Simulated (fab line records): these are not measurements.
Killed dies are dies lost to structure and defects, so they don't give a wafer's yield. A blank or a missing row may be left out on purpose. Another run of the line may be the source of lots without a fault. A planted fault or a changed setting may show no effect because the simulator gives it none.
Which tool was responsible? :: flow nandHarc :: 14 lots, 40 wafers sampled, at 4 steps of a route of 1302

## WHAT THE GAUGES READ, wafer by wafer
NHARC_P_BONDPAD_THK_MEAS_20: measures by xrf.
lot: L912
measured: day 6 20:42
on: filmMetro-02
thkNm (nm): 161.5 157.7 160.1

lot: L914
measured: day 7 10:38
on: filmMetro-01
thkNm (nm): 161.1 161.1 161.6

lot: L915
measured: day 7 21:11
on: filmMetro-01
thkNm (nm): 160.0 160.0 161.2

lot: L916
measured: day 8 15:17
on: filmMetro-02
thkNm (nm): 157.7 162.0 162.4

lot: L917
measured: day 8 18:34
on: filmMetro-01
thkNm (nm): 158.5 159.8 158.7

lot: L918
measured: day 9 06:23
on: filmMetro-01
thkNm (nm): 160.1 160.1 157.2

lot: L919
measured: day 9 14:19
on: filmMetro-02
thkNm (nm): 161.8 159.9 165.6

lot: L921
measured: day 10 06:05
on: filmMetro-01
thkNm (nm): 161.9 160.6 161.7

lot: L925
measured: day 12 02:48
on: filmMetro-01
thkNm (nm): 161.3

lot: L927
measured: day 12 17:32
on: filmMetro-02
thkNm (nm): 159.9 161.9 158.5

lot: L926
measured: day 12 18:56
on: filmMetro-02
thkNm (nm): 158.9 160.6 161.7

lot: L933
measured: day 15 08:04
on: filmMetro-01
thkNm (nm): 160.3 161.4 158.7

lot: L932
measured: day 15 09:17
on: filmMetro-01
thkNm (nm): 160.5 161.7 160.2

lot: L935
measured: day 16 08:55
on: filmMetro-01
thkNm (nm): 162.8 161.3 160.3

NHARC_A_ONON_D1_THK_MEAS_24: measures by ellipsometry.
lot: L912
measured: day 8 08:47
on: filmMetro-02
thkNm (nm): 1009 1012 1011

lot: L914
measured: day 8 23:56
on: filmMetro-02
thkNm (nm): 996 997 998

lot: L915
measured: day 9 10:14
on: filmMetro-01
thkNm (nm): 1004 1004 1005

lot: L916
measured: day 10 07:33
on: filmMetro-02
thkNm (nm): 1000 1000 998

lot: L917
measured: day 10 07:32
on: filmMetro-01
thkNm (nm): 993 994 991

lot: L918
measured: day 10 18:02
on: filmMetro-01
thkNm (nm): 996 997 995

lot: L919
measured: day 11 01:18
on: filmMetro-01
thkNm (nm): 998 999 999

lot: L921
measured: day 11 17:17
on: filmMetro-02
thkNm (nm): 1006 1006 1005

lot: L925
measured: day 13 17:32
on: filmMetro-01
thkNm (nm): 963 965

lot: L927
measured: day 14 07:13
on: filmMetro-02
thkNm (nm): 983 982 983

lot: L926
measured: day 14 07:14
on: filmMetro-01
thkNm (nm): 989 944 990 989 945 990

lot: L933
measured: day 16 21:15
on: filmMetro-01
thkNm (nm): 990 990 991

lot: L932
measured: day 16 21:17
on: filmMetro-01
thkNm (nm): 988 986 987

lot: L935
measured: day 18 01:49
on: filmMetro-02
thkNm (nm): 998 999 1000

## EACH LOT AND THE TOOL THAT RAN IT (in order: tool; ch and the chambers of the sampled wafers; start)
lot: L912
NHARC_P_BONDPAD_PVD_27: pvdSputter-03, day 6 20:42 or earlier
NHARC_A_ONON_D1_DEP_22: pecvdOnon-03 ch 0, day 8 08:17

lot: L914
NHARC_P_BONDPAD_PVD_27: pvdSputter-01, day 7 10:38 or earlier
NHARC_A_ONON_D1_DEP_22: pecvdOnon-03 ch 0, day 8 23:29

lot: L915
NHARC_P_BONDPAD_PVD_27: pvdSputter-03, day 7 21:11 or earlier
NHARC_A_ONON_D1_DEP_22: pecvdOnon-03 ch 0, day 9 09:43

lot: L916
NHARC_P_BONDPAD_PVD_27: pvdSputter-01, day 8 15:17 or earlier
NHARC_A_ONON_D1_DEP_22: pecvdOnon-03 ch 0, day 10 07:13

lot: L917
NHARC_P_BONDPAD_PVD_27: pvdSputter-01, day 8 18:34 or earlier
NHARC_A_ONON_D1_DEP_22: pecvdOnon-02 ch 0, day 10 07:05

lot: L918
NHARC_P_BONDPAD_PVD_27: pvdSputter-03, day 9 06:23 or earlier
NHARC_A_ONON_D1_DEP_22: pecvdOnon-02 ch 0, day 10 17:31

lot: L919
NHARC_P_BONDPAD_PVD_27: pvdSputter-01, day 9 14:19 or earlier
NHARC_A_ONON_D1_DEP_22: pecvdOnon-02 ch 0, day 11 00:48

lot: L921
NHARC_P_BONDPAD_PVD_27: pvdSputter-02, day 10 06:05 or earlier
NHARC_A_ONON_D1_DEP_22: pecvdOnon-03 ch 0, day 11 16:46

lot: L925
NHARC_P_BONDPAD_PVD_27: pvdSputter-01, day 12 02:48 or earlier
NHARC_A_ONON_D1_DEP_22: pecvdOnon-02 ch 0, day 13 17:19

lot: L927
NHARC_P_BONDPAD_PVD_27: pvdSputter-01, day 12 17:32 or earlier
NHARC_A_ONON_D1_DEP_22: pecvdOnon-01 ch 0, day 14 06:49

lot: L926
NHARC_P_BONDPAD_PVD_27: pvdSputter-03, day 12 18:56 or earlier
NHARC_A_ONON_D1_DEP_22: pecvdOnon-02 ch 0, day 14 06:43

lot: L933
NHARC_P_BONDPAD_PVD_27: pvdSputter-01, day 15 08:04 or earlier
NHARC_A_ONON_D1_DEP_22: pecvdOnon-03 ch 0, day 16 20:44

lot: L932
NHARC_P_BONDPAD_PVD_27: pvdSputter-02, day 15 09:17 or earlier
NHARC_A_ONON_D1_DEP_22: pecvdOnon-01 ch 0, day 16 20:46

lot: L935
NHARC_P_BONDPAD_PVD_27: pvdSputter-01, day 16 08:55 or earlier
NHARC_A_ONON_D1_DEP_22: pecvdOnon-02 ch 0, day 18 01:19
- NHARC_P_BONDPAD_PVD_27: deposits Cu, target thk 30 nm, time 20.49 s.
- NHARC_A_ONON_D1_DEP_22: target thk 1000 nm.

## WHAT THE TOOLS THEMSELVES READ (means of the sampled wafers that have a number; where no wafer has one, the mark that the record gives instead)
NHARC_P_BONDPAD_PVD_27.
lot: L912
tool: pvdSputter-03
throttleValvePct (%): 29.6

lot: L914
tool: pvdSputter-01
throttleValvePct (%): 30.1

lot: L915
tool: pvdSputter-03
throttleValvePct (%): 29.4

lot: L916
tool: pvdSputter-01
throttleValvePct (%): 29.1

lot: L917
tool: pvdSputter-01
throttleValvePct (%): 29.6

lot: L918
tool: pvdSputter-03
throttleValvePct (%): 30.1

lot: L919
tool: pvdSputter-01
throttleValvePct (%): 29.8

lot: L921
tool: pvdSputter-02
throttleValvePct (%): 31.5

lot: L925
tool: pvdSputter-01
throttleValvePct (%): 29.8

lot: L927
tool: pvdSputter-01
throttleValvePct (%): 29.5

lot: L926
tool: pvdSputter-03
throttleValvePct (%): 29.2

lot: L933
tool: pvdSputter-01
throttleValvePct (%): 29.3

lot: L932
tool: pvdSputter-02
throttleValvePct (%): 31.1

lot: L935
tool: pvdSputter-01
throttleValvePct (%): 29.0

## THE ANSWER, worked out from the rows above alone
Rule: what is usual is taken from the lots themselves. The widest of any qualifying gaps counts: lots, ordered by their means at a reading, are off when they make up no more than a third of the lots, leave a main group of 4 or more, and stand apart from it by 3 or more times the standard deviation of that group's means. A main group is skipped when, at the precision printed for the reading in the tables above, its means are all equal. Also off: a lot with no number at a reading for which 4 or more lots have one. All remaining lots with rows at the step are treated as sound. After the gauges, taken in route order, come the tools' own readings; for these a lot's mean is taken, as printed above. The first step at which some lot is off is used, and at that step the reading that is off furthest; a lot without a number counts as furthest.
No lot is off at any reading shown: from this, nothing can be told.

## WHAT HAD BEEN PUT IN BY THE SIMULATOR
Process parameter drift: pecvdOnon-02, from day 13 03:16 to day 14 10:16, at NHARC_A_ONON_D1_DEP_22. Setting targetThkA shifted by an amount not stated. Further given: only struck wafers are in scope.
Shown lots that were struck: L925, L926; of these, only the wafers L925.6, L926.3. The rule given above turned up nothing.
